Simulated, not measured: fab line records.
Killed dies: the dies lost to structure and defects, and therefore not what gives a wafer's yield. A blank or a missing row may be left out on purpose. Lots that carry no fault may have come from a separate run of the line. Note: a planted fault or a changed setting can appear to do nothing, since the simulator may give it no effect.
Split-lot trial	flow n5_finfet	route with 1938 steps; 7 lots, 21 wafers read

## THE SPLIT
At N5_WELL_APT_PEB_23 (peb time 90 s), the setting peb_time_s was moved away from the recipe's 90 s on 8 of the 21 wafers read, by -19.2% to +20.8%. This setting was run at the recipe's value on the other wafers.

## FROM THE SPLIT TO THE READING: what the file shows between them, 2 steps
- N5_WELL_APT_DEVELOP_24: develop time 45 s
- N5_WELL_APT_HARDBAKE_29: time 120 s

## THE READING
At N5_WELL_APT_CD_MEAS_25: cd_nm in nanometres, against a target cd of 200 nm. A value of 200.1 nm with a standard deviation of 1.7 nm is what fault-free wafers of this fab line usually give.

wafer	tool, chamber at the split	peb_time_s as run, s	against the recipe	cd_nm, nm	against lot-mates on the recipe
L074.2	litho_track-05, 0	81.02	-10.0%	195.1	-2.5
L074.3	litho_track-05, 0	90	recipe	197.6	-
L074.4	litho_track-05, 0	81.02	-10.0%	193.5	-4.1
L075.2	litho_track-04, 0	90	recipe	201.1	-
L075.3	litho_track-04, 0	75.02	-16.6%	188.6	-10.5
L075.6	litho_track-04, 0	90	recipe	197.2	-
L077.1	litho_track-04, 0	90	recipe	198.9	-
L077.5	litho_track-04, 0	90	recipe	203.2	-
L077.6	litho_track-04, 0	108.7	+20.8%	208.7	+7.6
L078.1	litho_track-04, 0	90	recipe	201.7	-
L078.3	litho_track-04, 0	90	recipe	201.6	-
L078.6	litho_track-04, 0	90	recipe	202.2	-
L088.2	litho_track-04, 0	90	recipe	198.5	-
L088.4	litho_track-04, 0	72.7	-19.2%	191.1	-7.4
L088.5	litho_track-04, 0	72.7	-19.2%	190.6	-7.9
L095.1	litho_track-03, 0	79.94	-11.2%	192.5	-6.6
L095.3	litho_track-03, 0	90	recipe	199.1	-
L095.5	litho_track-03, 0	79.94	-11.2%	194.9	-4.2
L096.1	litho_track-05, 0	90	recipe	202.0	-
L096.3	litho_track-05, 0	90	recipe	199.3	-
L096.5	litho_track-05, 0	90	recipe	199.3	-

THE FIT
A straight line over all 21 wafers: cd_nm changes by +0.506 nm for each +1% of peb_time_s; r = +0.93; the points scatter about the line by 1.8 nm.
The same after taking each lot's own level away (the mean of its wafers on the recipe; 21 wafers): +0.424 nm for each +1%; r = +0.93; scatter 1.5 nm.
Per that fit: largest peb_time_s move, reading shift of 8.8 nm.
The span of the lots' own levels, 197.60 to 201.83 nm, comes to 2.5 times the standard deviation stated above.
Hence the slope depends on the lot-to-lot level, as the two fits are not the same.
Check: for one of the wafers moved furthest among these (+20.8%), held out of the fit, the line's prediction against its lot-mates is +9.37 nm. It came out at +7.65 nm against them.

## OTHER SPLITS ON THESE WAFERS
Note: prior to the reading, these wafers also went through further splits. Each is held against what the fit with the lots' levels taken away leaves over:
other split on the same wafers	wafers away from the commonest value	r with cd_nm (lot level and that fit taken away)
N5_ZERO_LAYER_EXPOSE_08 dose_mj	11	-0.17
N5_ZERO_LAYER_DEVELOP_10 develop_time_s	5	-0.16
N5_WELL_APT_COAT_19 spin_rpm	8	+0.37

## THE WHOLE CHAIN: every reading that the file lists as answering this split, in the file's order
step	what it does	reading	change (the file's fit)	r (the file's)
N5_WELL_APT_CD_MEAS_25	target cd 200 nm	cd_nm	+0.44 nm for each +1% of the setting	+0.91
N5_WELL_APT_DESCUM_30	chemistry O2, time 7.9 s	WELL_APT.cd_nm (the simulator's own value, which no gauge read)	+0.439 nm for each +1% of the setting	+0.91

## FILE'S OWN FIT
cd_nm changes by +0.44 nm for each +1% of peb_time_s, r = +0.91.
